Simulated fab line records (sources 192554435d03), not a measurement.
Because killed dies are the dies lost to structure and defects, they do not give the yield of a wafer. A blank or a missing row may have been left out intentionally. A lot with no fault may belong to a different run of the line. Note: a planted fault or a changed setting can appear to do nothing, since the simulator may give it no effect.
Chamber matching :: flow n5-finfet :: 3 sister chambers for N5_BEOL_M1_ILD_DEP_00 on pecvd-04
The step deposits SiOC from DEMS/O2, target thk 79 nm, time 15.3 s. 3 wafers are shown with their chamber, then 7 later ones without.

== WAFERS WITH THEIR CHAMBER ==
wafer: L074.5
chamber: 2
throttle-valve-pct (%): 12.9

wafer: L081.6
chamber: 0
throttle-valve-pct (%): 11.2

wafer: L088.3
chamber: 1
throttle-valve-pct (%): 11.5

== WAFERS WHOSE CHAMBER IS MISSING ==
wafer: L088.4
throttle-valve-pct (%): 11.5

wafer: L097.2
throttle-valve-pct (%): 11.4

wafer: L097.3
throttle-valve-pct (%): 11.1

wafer: L097.5
throttle-valve-pct (%): 11.1

wafer: L096.3
throttle-valve-pct (%): 11.3

wafer: L096.4
throttle-valve-pct (%): 11.8

wafer: L096.5
throttle-valve-pct (%): 11.0

== WHICH CHAMBER EACH ONE RAN IN ==
wafer: L088.4
from the rows above: can't be placed: 1 or 0
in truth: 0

wafer: L097.2
from the rows above: can't be placed: 1 or 0
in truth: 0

wafer: L097.3
from the rows above: can't be placed: 0 or 1
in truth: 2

wafer: L097.5
from the rows above: can't be placed: 0 or 1
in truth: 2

wafer: L096.3
from the rows above: can't be placed: 0 or 1
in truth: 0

wafer: L096.4
from the rows above: can't be placed: 1 or 0
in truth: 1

wafer: L096.5
from the rows above: can't be placed: 0 or 1
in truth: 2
Correctly placed: 0 of 7. Not placeable from these rows: 7 (in 4, the candidates include the true chamber). 0 placed wrongly.
How it was worked out, from the rows above alone: a wafer's distance from a chamber is the root of the sum, over the readings, of the square of ((its reading less the chamber's mean) divided by the reading's scatter). If the next closest chamber is less than 2 further off than the closest, the wafer can't be placed; otherwise it belongs to the closest. Each chamber's mean is taken over the wafers shown for it. The scatter: root of mean squared gap, hidden wafer to nearest shown wafer, with one shown wafer a chamber.
